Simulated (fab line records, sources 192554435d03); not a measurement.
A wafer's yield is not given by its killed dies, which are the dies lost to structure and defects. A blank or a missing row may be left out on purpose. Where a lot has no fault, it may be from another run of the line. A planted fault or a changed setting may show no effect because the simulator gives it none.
Chamber matching || flow n5 finfet || N5_SDB_ETCH_17 on rie diel-01 has 4 sister chambers
The step etches SiARC in CF4, target depth 23.4 nm, time 39 s. 4 wafers are shown with their chamber, then 12 later ones without.

## EACH WAFER AND ITS CHAMBER
{"wafer": "L088.2", "chamber": 2, "drypump motor current A (A)": 6.4}
{"wafer": "L090.4", "chamber": 0, "drypump motor current A (A)": 5.9}
{"wafer": "L090.5", "chamber": 1, "drypump motor current A (A)": 5.8}
{"wafer": "L090.6", "chamber": 3, "drypump motor current A (A)": 5.6}

## WAFERS WITHOUT THEIR CHAMBER
{"wafer": "L092.1", "drypump motor current A (A)": 5.6}
{"wafer": "L092.2", "drypump motor current A (A)": 6.5}
{"wafer": "L092.4", "drypump motor current A (A)": 5.9}
{"wafer": "L093.1", "drypump motor current A (A)": 5.6}
{"wafer": "L093.3", "drypump motor current A (A)": 5.8}
{"wafer": "L093.4", "drypump motor current A (A)": 6.4}
{"wafer": "L094.4", "drypump motor current A (A)": 5.8}
{"wafer": "L094.5", "drypump motor current A (A)": 5.8}
{"wafer": "L094.6", "drypump motor current A (A)": 6.5}
{"wafer": "L096.1", "drypump motor current A (A)": 5.9}
{"wafer": "L096.2", "drypump motor current A (A)": 6.4}
{"wafer": "L096.3", "drypump motor current A (A)": 5.6}

## WHICH CHAMBER EACH WENT THROUGH
{"wafer": "L092.1", "from the rows above": 3, "in truth": 3}
{"wafer": "L092.2", "from the rows above": 2, "in truth": 2}
{"wafer": "L092.4", "from the rows above": 0, "in truth": 0}
{"wafer": "L093.1", "from the rows above": 3, "in truth": 3}
{"wafer": "L093.3", "from the rows above": 1, "in truth": 1}
{"wafer": "L093.4", "from the rows above": 2, "in truth": 2}
{"wafer": "L094.4", "from the rows above": 1, "in truth": 1}
{"wafer": "L094.5", "from the rows above": 1, "in truth": 1}
{"wafer": "L094.6", "from the rows above": 2, "in truth": 2}
{"wafer": "L096.1", "from the rows above": 0, "in truth": 0}
{"wafer": "L096.2", "from the rows above": 2, "in truth": 2}
{"wafer": "L096.3", "from the rows above": 3, "in truth": 3}
Correct placement for 12 of the 12. Left unplaced by these rows: 0. Placed wrongly: 0.
How it was worked out, from the rows above alone: a wafer's distance from a chamber is the root of the sum, over the readings, of the square of ((its reading less the chamber's mean) divided by the reading's scatter). If the next closest chamber is less than 2 further off than the closest, the wafer can't be placed; otherwise it belongs to the closest. A chamber's mean is the mean of its shown wafers. The scatter (one wafer shown for each chamber): square how far every hidden wafer sits from the nearest shown wafer, average those squares and take the square root.
